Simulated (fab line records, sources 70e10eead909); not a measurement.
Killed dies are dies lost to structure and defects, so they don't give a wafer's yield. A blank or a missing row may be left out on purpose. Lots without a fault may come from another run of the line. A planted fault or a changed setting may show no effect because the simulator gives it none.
Which tool did it? | flow nand_harc | 12 lots, 36 wafers sampled, at 5 steps of a route of 1159

WHAT THE GAUGES READ, wafer by wafer
NHARC_A_SLIT_OVL_MEAS_10. Usual: overlay_x_nm 0.0 nm, standard deviation 0.95; overlay_y_nm 0.0 nm, standard deviation 0.67.
lot  | measured     | on         | overlay_x_nm (nm) | overlay_y_nm (nm) | flag
L866 | day 15 05:59 | overlay-02 | 0.1 0.3 -0.2      | -1.1 -1.1 -0.4    |
L867 | day 15 14:25 | overlay-02 | 0.6 1.1 0.3       | 0.0 0.3 -0.1      |
L871 | day 16 19:30 | overlay-01 | -0.1 0.4 0.6      | -0.1 -0.3 0.0     |
L874 | day 16 20:53 | overlay-02 | 0.4 0.9 0.6       | -0.1 0.0 0.2      |
L873 | day 16 21:15 | overlay-01 | 0.6 0.5 -0.3      | 0.7 0.9 0.9       |
L875 | day 17 16:48 | overlay-01 | -1.1 -0.9 -1.2    | 1.0 1.2 1.2       |
L877 | day 18 14:21 | overlay-02 | 0.3 -0.2 0.4      | 1.1 1.1 1.0       |
L878 | day 18 15:34 | overlay-02 | -0.1 0.4 -0.1     | 0.4 0.0 0.4       |
L881 | day 19 03:48 | overlay-01 | 0.1 0.5 0.7       | -0.4 0.5 0.2      |
L882 | day 19 17:18 | overlay-02 | -1.6 -1.8 -1.8    | -0.3 0.2 0.5      |
L885 | day 19 18:21 | overlay-01 | -0.5 0.1 -0.3     | 0.0 -0.3 0.3      |
L886 | day 20 03:31 | overlay-02 | -0.3 -0.6 -0.1    | -1.2 -0.6 0.6     |

NHARC_END_SORT_01. Usual: killed_at_array 24, standard deviation 8.8; killed_at_other 0.7, standard deviation 0.99; killed_at_periphery 3.5, standard deviation 2.6; killed_dies 28, standard deviation 9.3; killed_open 3.2, standard deviation 1.7; killed_short 1.7, standard deviation 1.4.
lot  | measured     | on        | killed_at_array | killed_at_other | killed_at_periphery | killed_dies | killed_open | killed_short | flag
L866 | day 20 08:24 | prober-01 | 25 22 24        | 2 1 0           | 3 4 2               | 30 27 26    | 1 2 3       | 2 0 1        |
L867 | day 20 09:37 | prober-02 | 33 30 19        | 0 0 0           | 5 9 8               | 38 39 27    | 6 4 4       | 3 1 3        |
L871 | day 22 17:49 | prober-02 | 17 19 21        | 1 1 0           | 3 3 6               | 21 23 27    | 4 6 4       | 1 2 0        |
L874 | day 22 01:44 | prober-01 | 31 15 33        | 0 1 0           | 0 2 2               | 31 18 35    | 2 1 3       | 2 2 2        |
L873 | day 21 15:13 | prober-02 | 17 22 24        | 0 2 0           | 7 5 2               | 24 29 26    | 1 2 5       | 2 1 4        |
L875 | day 22 18:38 | prober-01 | 19 18 14        | 0 1 0           | 5 2 3               | 24 21 17    | 7 3 4       | 1 1 4        |
L877 | day 23 16:28 | prober-01 | 25 29 32        | 2 1 1           | 6 2 2               | 33 32 35    | 4 5 7       | 1 0 1        |
L878 | day 23 17:22 | prober-02 | 22 26 18        | 0 0 0           | 4 4 4               | 26 30 22    | 3 2 2       | 1 2 1        |
L881 | day 24 02:23 | prober-01 | 34 39 31        | 3 3 3           | 2 2 2               | 39 44 36    | 3 4 2       | 3 3 1        |
L882 | day 24 14:22 | prober-01 | 30 33 32        | 0 0 0           | 4 3 2               | 34 36 34    | 5 5 3       | 1 2 2        |
L885 | day 25 05:49 | prober-01 | 11 11 18        | 0 1 1           | 2 2 1               | 13 14 20    | 0 4 4       | 0 0 4        |
L886 | day 25 02:59 | prober-02 | 36 23 33        | 0 0 0           | 3 9 8               | 39 32 41    | 3 1 4       | 4 5 5        |

WHICH TOOL RAN EACH LOT (tool, then ch and the chambers of the sampled wafers, then the start)
lot  | NHARC_A_SLIT_ETCH_17             | NHARC_A_SLIT_ETCH_29               | NHARC_A_WL_FILL_ETCHBACK_05
L866 | har_etch-01 ch 0,1, day 15 07:42 | rie_diel-02 ch 1,2, day 15 09:33   | rie_metal-03 ch 0,1, day 15 20:41
L867 | har_etch-01 ch 0,1, day 15 15:31 | rie_diel-07 ch 1,2,3, day 15 17:23 | rie_metal-01 ch 0,1, day 16 07:20
L871 | har_etch-01 ch 0,1, day 16 23:14 | rie_diel-07 ch 1,2, day 17 01:22   | rie_metal-03 ch 0,1, day 17 20:01
L874 | har_etch-02 ch 0,1, day 17 00:34 | rie_diel-02 ch 0,1,3, day 17 02:10 | rie_metal-02 ch 0,1, day 17 16:51
L873 | har_etch-01 ch 0,1, day 17 01:12 | rie_diel-07 ch 0,2, day 17 03:05   | rie_metal-01 ch 0,1, day 17 17:10
L875 | har_etch-01 ch 0,1, day 17 17:40 | rie_diel-02 ch 1,3, day 17 19:47   | rie_metal-02 ch 1, day 18 13:23
L877 | har_etch-01 ch 0, day 18 15:28   | rie_diel-07 ch 2,3, day 18 17:19   | rie_metal-03 ch 1, day 19 06:10
L878 | har_etch-02 ch 0,1, day 18 16:56 | rie_diel-12 ch 1,2, day 18 18:33   | rie_metal-01 ch 0,1, day 19 06:22
L881 | har_etch-01 ch 0,1, day 19 04:55 | rie_diel-12 ch 1,2,3, day 19 06:47 | rie_metal-03 ch 0,1, day 19 19:34
L882 | har_etch-01 ch 1, day 19 18:10   | rie_diel-07 ch 0,1,3, day 19 20:16 | rie_metal-03 ch 0, day 20 11:51
L885 | har_etch-01 ch 0,1, day 19 19:50 | rie_diel-07 ch 0,1,2, day 19 21:58 | rie_metal-02 ch 0, day 20 09:05
L886 | har_etch-02 ch 0,1, day 20 05:53 | rie_diel-07 ch 0,1, day 20 07:59   | rie_metal-03 ch 0,1, day 20 20:58
- NHARC_A_SLIT_ETCH_17: etches the open film in C4F8/O2/Ar, time 1687.5 s, target depth 10100 nm.
- NHARC_A_SLIT_ETCH_29: etches the open film in CF4/O2, target depth 100 nm, overetch 10 nm, time 55 s.
- NHARC_A_WL_FILL_ETCHBACK_05: etches the open film in Cl2/BCl3, target depth 22 nm, time 60 s.

WHAT THE TOOLS THEMSELVES READ (means of the sampled wafers that have a number; where no wafer has one, the mark that the record gives instead)
NHARC_A_SLIT_ETCH_17. Usual: drypump_motor_current_A 5.7 A, standard deviation 0.5; showerhead_plenum_p_Torr 3.73 Torr, standard deviation 0.11; throttle_valve_pct 32.046 %, standard deviation 0.0095.
lot  | tool        | drypump_motor_current_A (A) | showerhead_plenum_p_Torr (Torr) | throttle_valve_pct (%) | flag
L866 | har_etch-01 | 6.1                         | 3.72                            | 32.044                 |
L867 | har_etch-01 | 5.9                         | 3.64                            | 32.045                 |
L871 | har_etch-01 | 5.9                         | 3.64                            | 32.053                 |
L874 | har_etch-02 | 5.1                         | 3.83                            | 32.052                 |
L873 | har_etch-01 | 6.1                         | 3.71                            | 32.044                 |
L875 | har_etch-01 | 6.0                         | 3.63                            | 32.044                 |
L877 | har_etch-01 | 5.7                         | 3.56                            | 32.047                 |
L878 | har_etch-02 | 5.1                         | 3.82                            | 32.055                 |
L881 | har_etch-01 | 5.9                         | 3.62                            | 32.046                 |
L882 | har_etch-01 | 6.4                         | 3.77                            | 32.044                 |
L885 | har_etch-01 | 6.1                         | 3.70                            | 32.048                 |
L886 | har_etch-02 | 5.2                         | 3.81                            | 32.044                 |

NHARC_A_SLIT_ETCH_29. Usual: cf4_flow_sccm 79.99 sccm, standard deviation 0.28; drypump_motor_current_A 5.7 A, standard deviation 0.32; oes_product_au 0.997 a.u., standard deviation 0.0096; rf_vpp_V 198.4 V, standard deviation 1.4; showerhead_plenum_p_Torr 1.37 Torr, standard deviation 0.053; throttle_valve_pct 13.399 %, standard deviation 0.0099.
lot  | tool        | cf4_flow_sccm (sccm) | drypump_motor_current_A (A) | oes_product_au (a.u.) | rf_vpp_V (V) | showerhead_plenum_p_Torr (Torr) | throttle_valve_pct (%) | flag
L866 | rie_diel-02 | 79.91                | 5.7                         | 1.005                 | 198.8        | 1.36                            | 13.403                 |
L867 | rie_diel-07 | 80.13                | 5.4                         | 1.000                 | 198.2        | 1.38                            | 13.398                 |
L871 | rie_diel-07 | 80.54                | 5.3                         | 0.998                 | 199.3        | 1.44                            | 13.401                 |
L874 | rie_diel-02 | 79.88                | 5.9                         | 0.997                 | 198.9        | 1.36                            | 13.397                 |
L873 | rie_diel-07 | 79.88                | 5.5                         | 1.001                 | 198.8        | 1.41                            | 13.403                 |
L875 | rie_diel-02 | 79.91                | 5.7                         | 0.988                 | 197.8        | 1.34                            | 13.398                 |
L877 | rie_diel-07 | 80.03                | 5.4                         | 0.996                 | 197.7        | 1.38                            | 13.413                 |
L878 | rie_diel-12 | 80.08                | 5.6                         | 1.008                 | 198.3        | 1.41                            | 13.400                 |
L881 | rie_diel-12 | 80.12                | 5.8                         | 0.999                 | 198.1        | 1.37                            | 13.402                 |
L882 | rie_diel-07 | 79.91                | 5.5                         | 1.000                 | 198.9        | 1.35                            | 13.401                 |
L885 | rie_diel-07 | 79.93                | 5.5                         | 0.989                 | 198.9        | 1.40                            | 13.401                 |
L886 | rie_diel-07 | 79.64                | 5.4                         | 0.988                 | 199.6        | 1.40                            | 13.396                 |

NHARC_A_WL_FILL_ETCHBACK_05. Usual: drypump_motor_current_A 5.8 A, standard deviation 0.44; oes_product_au 0.999 a.u., standard deviation 0.0098; run_length_s 81.4 s, standard deviation 0.38.
lot  | tool         | drypump_motor_current_A (A) | oes_product_au (a.u.) | run_length_s (s) | flag
L866 | rie_metal-03 | 5.7                         | 1.013                 | 81.6             |
L867 | rie_metal-01 | 5.3                         | 1.003                 | 81.7             |
L871 | rie_metal-03 | 6.1                         | 1.007                 | 81.4             |
L874 | rie_metal-02 | 5.8                         | 0.999                 | 80.9             |
L873 | rie_metal-01 | 5.5                         | 0.999                 | 81.5             |
L875 | rie_metal-02 | 6.2                         | 1.002                 | 81.5             |
L877 | rie_metal-03 | 5.4                         | 0.992                 | 82.0             |
L878 | rie_metal-01 | 5.5                         | 1.002                 | 81.4             |
L881 | rie_metal-03 | 6.1                         | 0.994                 | 88.2             | OFF
L882 | rie_metal-03 | 6.5                         | 1.003                 | 91.2             | OFF
L885 | rie_metal-02 | 5.6                         | 0.986                 | 81.1             |
L886 | rie_metal-03 | 5.8                         | 0.997                 | 84.9             | OFF

THE ANSWER, worked out from the rows above alone
Rule: a lot is off if the mean of its wafers that have a number lies more than 3 standard deviations from the usual mean. A lot without any number at a reading at which 4 lots or more have one is off too. The other lots that the step has rows for count as sound. The gauges are gone through in route order, then the tools' own readings, and for those a lot's mean is taken as printed above. The first step at which some lot is off is used, and at that step the reading that is off furthest; a lot without a number counts as furthest.
Off: L881, L882, L886, at NHARC_A_WL_FILL_ETCHBACK_05 (run_length_s).
A tool fits if, at that step or a process step before it, it ran every lot that is off, and no sound lot after the first of them. One fits: rie_metal-03 at NHARC_A_WL_FILL_ETCHBACK_05. Its last sound lot is L877 (day 19 06:10), its first lot that is off L881 (day 19 19:34): a fault that began between those two fits.
The tool's own readings at NHARC_A_WL_FILL_ETCHBACK_05 bear it out: on the lots that are off they differ by more than 5 times the standard deviation of the sound lots' means. run_length_s reads 88.1 s there against 81.5 s on the sound lots.

WHAT THE SIMULATOR HAD PUT IN
Process parameter drift: rie_metal-03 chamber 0, from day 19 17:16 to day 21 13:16, at NHARC_A_WL_FILL_ETCHBACK_05. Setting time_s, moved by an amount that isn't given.
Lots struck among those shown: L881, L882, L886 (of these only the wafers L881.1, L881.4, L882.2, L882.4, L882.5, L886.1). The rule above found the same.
